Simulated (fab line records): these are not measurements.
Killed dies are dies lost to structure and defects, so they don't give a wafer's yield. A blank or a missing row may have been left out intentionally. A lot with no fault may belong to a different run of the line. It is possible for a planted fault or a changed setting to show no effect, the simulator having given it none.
Struck lot and sound lot, side by side :: flow n5_finfet :: 39 out of 1938 route steps
Sound: these wafers, L469.2, L469.5, L469.6. Struck: wafer L461.6. (L461.2, L461.3 of the same lot were not struck and are left out.) The cause comes at the end.
Per side, at each step with rows, come the tool, then ch with its chambers, and then its first start. Under that, the readings that differ: sound wafers :: struck wafers :: difference of the means :: sigmas: that difference in standard deviations of wafers without a fault.
alike: a reading whose means differ by less than 2 such deviations, as well as words and numbers matching on both sides. not compared: withheld readings; readings where some wafer has no value; bounds like >300 that might hide an equal value; numbers whose values overlap and for which the record gives no deviation.
The two part at a step that has a row with sigmas, a row that says differs or no value, or rows on one side only. Numbers that have no deviation but don't overlap get no sigmas and don't part them. A reading missing from all wafers of one side parts the sides only when that side holds two or more wafers.

first, 10 steps without rows for these wafers: N5_BEOL_M2_STRIP_36 (strips in N2/H2); N5_BEOL_M2_TRENCH_ETCH_37 (etches SiOC in C4F6/O2, target depth 55.555 nm, time 29.2 s); N5_BEOL_M2_ETCH_41 (etches SiCN in CH3F/O2, target depth 29.9 nm, time 52.5 s); N5_BEOL_M2_STRIP_97 (strips in N2/H2, time 10 s); N5_BEOL_M2_HM_STRIP_39 (strips TiN in peroxide tin strip, target depth 25 nm, time 158 s); N5_BEOL_M2_SRD_40 (time 30 s); N5_BEOL_M2_PRECLEAN_42 (cleans in residue remover, time 60 s); N5_BEOL_M2_SRD_43 (time 30 s); N5_BEOL_M2_DEGAS_44 (time 60 s); N5_BEOL_M2_PRE_CLEAN_45 (time 30 s).
N5_BEOL_M2_ALD_84: deposits TaN, pulse time 2 s, purge time 3 s, co reactant purge time 2 s.
  sound on ald_metal-03 ch 2,3, day 12 01:02; struck on ald_metal-02 ch 2, day 10 20:08
reading: ald_cycles
sound: 30 30 30
struck: 23
difference: -7
sigmas: 
  alike: heater_power_w
  not compared: model.TaN_of_BEOL_M2_ALD_84.thk_nm
then, 26 steps without rows for these wafers: N5_BEOL_M2_SURFACE_TREAT_85; N5_BEOL_M2_CVD_47 (deposits Co from CCTBA/H2, target thk 3 nm, time 223.8 s); N5_BEOL_M2_SPUTTER_48 (material Cu, target thk 4.5 nm, time 8.29 s); N5_BEOL_M2_ANNEAL_49 (time 240 s); N5_BEOL_M2_SPUTTER_79 (material Cu, target thk 4.5 nm, time 8.29 s); N5_BEOL_M2_ANNEAL_80 (time 240 s); N5_BEOL_M2_SPUTTER_81 (material Cu, target thk 4.5 nm, time 8.29 s); N5_BEOL_M2_ANNEAL_82 (time 240 s); N5_BEOL_M2_SPUTTER_86 (material Cu, target thk 4.5 nm, time 8.29 s); N5_BEOL_M2_ANNEAL_87 (time 240 s); N5_BEOL_M2_SPUTTER_88 (material Cu, target thk 4.5 nm, time 8.29 s); N5_BEOL_M2_ANNEAL_89 (time 240 s); N5_BEOL_M2_SPUTTER_90 (material Cu, target thk 4.5 nm, time 8.29 s); N5_BEOL_M2_ANNEAL_91 (time 240 s); N5_BEOL_M2_SPUTTER_92 (material Cu, target thk 4.5 nm, time 8.29 s); N5_BEOL_M2_ANNEAL_93 (time 240 s); N5_BEOL_M2_SPUTTER_94 (material Cu, target thk 4.5 nm, time 8.29 s); N5_BEOL_M2_ANNEAL_95 (time 240 s); N5_BEOL_M2_SPUTTER_96 (material Cu, target thk 4.5 nm, time 8.29 s); N5_BEOL_M2_ECD_50 (material Cu, target thk 300 nm); N5_BEOL_M2_ANNEAL_51 (time 90 s); N5_BEOL_M2_CMP_52 (polishes, stops on SiOC, t overpolish 6.8 s, target thk 40 nm); N5_BEOL_M2_PRE_CLEAN_60 (time 15 s); N5_BEOL_M2_CO_CAP_55 (material Co, precursor CCTBA/H2, target thk 2 nm, time 102.1 s); N5_BEOL_M2_PRE_CLEAN_56 (time 15 s); N5_BEOL_M2_DEP_57 (deposits SiCN from 3MS/NH3, target thk 8 nm, time 14 s).
N5_BEOL_M4_RC_MEAS_101:
  sound on prober-02 ch 0, day 13 07:20; struck on prober-02 ch 0, day 11 21:46
reading: CHAIN_V1 (ohm/link)
sound: 223 234 214
struck: 192
difference: -32
sigmas: -3

reading: CHAIN_V1_max_site (ohm/link)
sound: 224 243 225
struck: 198
difference: -33
sigmas: -3

reading: COMB_M2 (S/m)
sound: 5.8e-11 5.8e-11 3.5e-11
struck: 1.02e-10
difference: +5.17e-11
sigmas: +4

reading: COMB_M2_max_site (S/m)
sound: 1.07e-10 8.2e-11 4.2e-11
struck: 1.61e-10
difference: +8.40e-11
sigmas: +5
  alike: DIBL_N, DIBL_P, IOFF_N, IOFF_P, ION_N, ION_P, SS_N, SS_P, VT_N, VT_P
-- a jump in the record: the struck wafers' starts before and after are 4 days apart (it breaks off in module BEOL_M4 and resumes in module PASSIVATION, where the first step shown is number 1936 of the route) --
N5_PASSIVATION_PROBE_49:
  struck on prober-02, day 16 00:46; sound on prober-02, day 17 10:59
reading: defect_limited_yield (%)
sound: 91.4 91.4 92.5
struck: 85.3
difference: -6.5
sigmas: -4

reading: killed_at_M0_to_M3
sound: 40 42 30
struck: 73
difference: +36
sigmas: +3

reading: killed_at_contacts
sound: 8 15 7
struck: 37
difference: +27
sigmas: +4

reading: killed_dies
sound: 102 102 88
struck: 173
difference: +76
sigmas: +4

reading: killed_short
sound: 33 26 26
struck: 51
difference: +23
sigmas: +3

reading: sort_bin_4_leakage (%)
sound: 0 0 0
struck: 2.88
difference: +2.88
sigmas: +99 or more

reading: sort_bin_6_memory (%)
sound: 3.7 3.1 2.9
struck: 4.8
difference: +1.6
sigmas: +2

reading: sort_n_pass
sound: 1078 1078 1092
struck: 1007
difference: -76
sigmas: -4

reading: sort_yield_pct (%)
sound: 91.4 91.4 92.5
struck: 85.3
difference: -6.5
sigmas: -4
  alike: killed_at_M4_up, killed_at_front_end, killed_at_other, killed_open, sort_bin_5_function

WHERE THEY PART
Last at N5_PASSIVATION_PROBE_49 as far as this record goes, first at N5_BEOL_M4_RC_MEAS_101.

WHY: what the simulator had put in
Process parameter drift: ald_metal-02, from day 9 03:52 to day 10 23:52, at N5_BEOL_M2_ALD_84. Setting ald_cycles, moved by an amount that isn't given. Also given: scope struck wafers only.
